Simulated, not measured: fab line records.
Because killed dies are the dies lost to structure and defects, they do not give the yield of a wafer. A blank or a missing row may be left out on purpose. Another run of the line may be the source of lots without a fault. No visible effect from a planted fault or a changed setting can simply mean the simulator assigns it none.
Matching of chambers / flow n5 finfet / N5_BEOL_M15_ILD_DEP_00 on pecvd-04: 3 sister chambers
The step deposits SiO2 from TEOS/O2, target thk 1629.3 nm, time 346.1 s. 6 wafers are shown with their chamber, then 9 later ones without.

WAFERS PAIRED WITH THEIR CHAMBERS
wafer=L080.1; chamber=1; showerhead plenum p Torr (Torr)=8.29; throttle valve pct (%)=17.8
wafer=L081.4; chamber=1; showerhead plenum p Torr (Torr)=8.30; throttle valve pct (%)=17.9
wafer=L087.6; chamber=2; showerhead plenum p Torr (Torr)=8.30; throttle valve pct (%)=17.2
wafer=L082.4; chamber=0; showerhead plenum p Torr (Torr)=8.42; throttle valve pct (%)=18.1
wafer=L082.5; chamber=0; showerhead plenum p Torr (Torr)=8.40; throttle valve pct (%)=18.5
wafer=L082.6; chamber=2; showerhead plenum p Torr (Torr)=8.29; throttle valve pct (%)=17.4

WAFERS WITHOUT THEIR CHAMBER
wafer=L091.1; showerhead plenum p Torr (Torr)=8.28; throttle valve pct (%)=17.3
wafer=L091.2; showerhead plenum p Torr (Torr)=8.29; throttle valve pct (%)=17.8
wafer=L091.3; showerhead plenum p Torr (Torr)=8.33; throttle valve pct (%)=17.5
wafer=L090.1; showerhead plenum p Torr (Torr)=8.31; throttle valve pct (%)=17.7
wafer=L090.3; showerhead plenum p Torr (Torr)=8.29; throttle valve pct (%)=17.9
wafer=L090.6; showerhead plenum p Torr (Torr)=8.29; throttle valve pct (%)=18.0
wafer=L097.1; showerhead plenum p Torr (Torr)=8.44; throttle valve pct (%)=18.3
wafer=L097.2; showerhead plenum p Torr (Torr)=8.31; throttle valve pct (%)=17.4
wafer=L097.5; showerhead plenum p Torr (Torr)=8.31; throttle valve pct (%)=17.3

WHICH CHAMBER EACH ONE RAN IN
wafer=L091.1; from the rows above=can't be placed: 2 or 1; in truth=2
wafer=L091.2; from the rows above=1; in truth=1
wafer=L091.3; from the rows above=can't be placed: 2 or 1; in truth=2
wafer=L090.1; from the rows above=can't be placed: 1 or 2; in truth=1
wafer=L090.3; from the rows above=1; in truth=1
wafer=L090.6; from the rows above=1; in truth=1
wafer=L097.1; from the rows above=0; in truth=0
wafer=L097.2; from the rows above=can't be placed: 2 or 1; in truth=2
wafer=L097.5; from the rows above=can't be placed: 2 or 1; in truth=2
Correct placement for 4 of the 9. Not placeable from these rows: 5 (in 5, the candidates include the true chamber). Placed wrongly: 0.
How it was worked out, from the rows above alone: a wafer's distance from a chamber is the root of the sum, over the readings, of the square of ((its reading less the chamber's mean) divided by the reading's scatter). If the next closest chamber is less than 2 further off than the closest, the wafer can't be placed; otherwise it belongs to the closest. Each chamber's mean is taken over the wafers shown for it. How the scatter is found: for the shown wafers, subtract from each reading the mean of its chamber, square and add these, divide the total by (wafers less chambers), then take the root.
